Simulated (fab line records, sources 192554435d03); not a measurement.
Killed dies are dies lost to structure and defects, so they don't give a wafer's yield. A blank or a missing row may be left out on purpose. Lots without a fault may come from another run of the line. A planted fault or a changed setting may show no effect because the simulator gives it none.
Chamber matching | flow n5_finfet | N5_MOL_CONTACT_COAG_ALD_131 on ald_sin-01: 4 sister chambers
The step deposits SiO2, target thk 5 nm, pulse time 1 s, co reactant pulse time 1 s. 8 wafers are shown with their chamber, then 7 later ones without.

WAFERS WITH THEIR CHAMBER
wafer  | chamber | heater_power_w (W) | precursor_pulse_height_rel
L076.5 | 0       | 82                 | 1.007
L077.5 | 0       | 83                 | 1.022
L078.3 | 3       | 67                 | 0.998
L084.3 | 2       | 63                 | 1.034
L084.4 | 1       | 76                 | 1.010
L084.5 | 2       | 63                 | 1.013
L085.2 | 3       | 66                 | 1.005
L085.3 | 1       | 76                 | 0.998

WAFERS WITHOUT THEIR CHAMBER
wafer  | heater_power_w (W) | precursor_pulse_height_rel
L085.6 | 64                 | 1.005
L094.2 | 67                 | 0.994
L094.3 | 63                 | 0.977
L094.5 | 67                 | 0.999
L096.2 | 68                 | 0.995
L096.3 | 61                 | 1.014
L096.4 | 80                 | 1.009

WHICH CHAMBER EACH WENT THROUGH
wafer  | from the rows above | in truth
L085.6 | 2                   | 2
L094.2 | 3                   | 3
L094.3 | 2                   | 2
L094.5 | 3                   | 3
L096.2 | 3                   | 3
L096.3 | 2                   | 2
L096.4 | 0                   | 0
Placed correctly: 7 of 7. Can't be placed from these rows: 0. Placed wrongly: 0.
How it was worked out, from the rows above alone: a wafer's distance from a chamber is the root of the sum, over the readings, of the square of ((its reading less the chamber's mean) divided by the reading's scatter). The wafer belongs to the nearest chamber; if the next one is less than 2 further off, it can't be placed. A chamber's mean is the mean of its shown wafers. The scatter: the root of (the sum of the squares of (reading less its chamber's mean) over the shown wafers, divided by (wafers less chambers)).
